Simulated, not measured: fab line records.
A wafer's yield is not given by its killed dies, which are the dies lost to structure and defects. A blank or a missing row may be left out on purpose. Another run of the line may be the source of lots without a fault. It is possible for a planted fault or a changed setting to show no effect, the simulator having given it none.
Matching of chambers / flow n5 finfet / pecvd-03 running N5_BEOL_M7_ILD_DEP_00: 3 sister chambers
The step deposits SiCOH lowk from DEMS/porogen, target thk 179.75 nm, time 33.4 s. 3 wafers are shown with their chamber, then 11 later ones without.

WAFERS PAIRED WITH THEIR CHAMBERS
wafer=L090.2; chamber=2; throttle valve pct (%)=12.8
wafer=L090.6; chamber=1; throttle valve pct (%)=14.3
wafer=L092.4; chamber=0; throttle valve pct (%)=13.1

WAFERS WITH NO CHAMBER GIVEN
wafer=L092.5; throttle valve pct (%)=13.0
wafer=L092.6; throttle valve pct (%)=14.4
wafer=L091.1; throttle valve pct (%)=13.6
wafer=L091.5; throttle valve pct (%)=14.4
wafer=L091.6; throttle valve pct (%)=13.7
wafer=L094.2; throttle valve pct (%)=12.9
wafer=L094.4; throttle valve pct (%)=13.5
wafer=L094.6; throttle valve pct (%)=14.3
wafer=L095.1; throttle valve pct (%)=14.3
wafer=L095.4; throttle valve pct (%)=14.3
wafer=L095.5; throttle valve pct (%)=13.0

WHICH CHAMBER EACH WENT THROUGH
wafer=L092.5; from the rows above=can't be placed: 0 or 2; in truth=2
wafer=L092.6; from the rows above=1; in truth=1
wafer=L091.1; from the rows above=can't be placed: 0 or 1 or 2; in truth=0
wafer=L091.5; from the rows above=1; in truth=1
wafer=L091.6; from the rows above=can't be placed: 0 or 1 or 2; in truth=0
wafer=L094.2; from the rows above=can't be placed: 2 or 0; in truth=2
wafer=L094.4; from the rows above=can't be placed: 0 or 2 or 1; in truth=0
wafer=L094.6; from the rows above=1; in truth=1
wafer=L095.1; from the rows above=1; in truth=1
wafer=L095.4; from the rows above=1; in truth=1
wafer=L095.5; from the rows above=can't be placed: 0 or 2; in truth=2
Placed correctly: 5 of 11. From these rows, 6 cannot be placed; in 6 the true chamber is one of the candidates. Placed wrongly: 0.
How it was worked out, from the rows above alone: a wafer's distance from a chamber is the root of the sum, over the readings, of the square of ((its reading less the chamber's mean) divided by the reading's scatter). If the next closest chamber is less than 2 further off than the closest, the wafer can't be placed; otherwise it belongs to the closest. For every chamber, the mean is computed from those of its wafers that are shown. The scatter: with one shown wafer a chamber, the root of the mean of the squares of how far each hidden wafer lies from its nearest shown one.
